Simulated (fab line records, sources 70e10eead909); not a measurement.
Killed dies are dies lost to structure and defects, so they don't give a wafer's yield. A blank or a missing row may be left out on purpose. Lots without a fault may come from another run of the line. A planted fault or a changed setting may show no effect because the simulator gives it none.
Chamber matching | flow nand_harc | NHARC_A_WL_FILL_ETCHBACK_26 on rie_si-06: 4 sister chambers
The step etches the open film in HBr, target depth 52 nm, time 13.3 s. 4 wafers are shown with their chamber, then 9 later ones without.

WAFERS WITH THEIR CHAMBER
wafer  | chamber | oes_product_au (a.u.)
L082.5 | 2       | 0.968
L083.2 | 0       | 1.004
L083.4 | 3       | 1.000
L083.5 | 1       | 1.006

WAFERS WITHOUT THEIR CHAMBER
wafer  | oes_product_au (a.u.)
L090.2 | 0.993
L090.3 | 0.997
L090.6 | 0.999
L094.1 | 1.003
L094.3 | 0.980
L094.4 | 0.990
L095.3 | 1.000
L095.5 | 1.000
L095.6 | 0.991

WHICH CHAMBER EACH WENT THROUGH
wafer  | from the rows above               | in truth
L090.2 | can't be placed: 3 or 0 or 1      | 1
L090.3 | can't be placed: 3 or 0 or 1      | 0
L090.6 | can't be placed: 3 or 0 or 1      | 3
L094.1 | can't be placed: 0 or 3 or 1      | 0
L094.3 | can't be placed: 2 or 3 or 0      | 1
L094.4 | can't be placed: 3 or 0 or 1 or 2 | 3
L095.3 | can't be placed: 3 or 0 or 1      | 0
L095.5 | can't be placed: 3 or 0 or 1      | 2
L095.6 | can't be placed: 3 or 0 or 1      | 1
Placed correctly: 0 of 9. Can't be placed from these rows: 9 (the true chamber is among the candidates in 7). Placed wrongly: 0.
How it was worked out, from the rows above alone: a wafer's distance from a chamber is the root of the sum, over the readings, of the square of ((its reading less the chamber's mean) divided by the reading's scatter). The wafer belongs to the nearest chamber; if the next one is less than 2 further off, it can't be placed. A chamber's mean is the mean of its shown wafers. The scatter: with one shown wafer a chamber, the root of the mean of the squares of how far each hidden wafer lies from its nearest shown one.
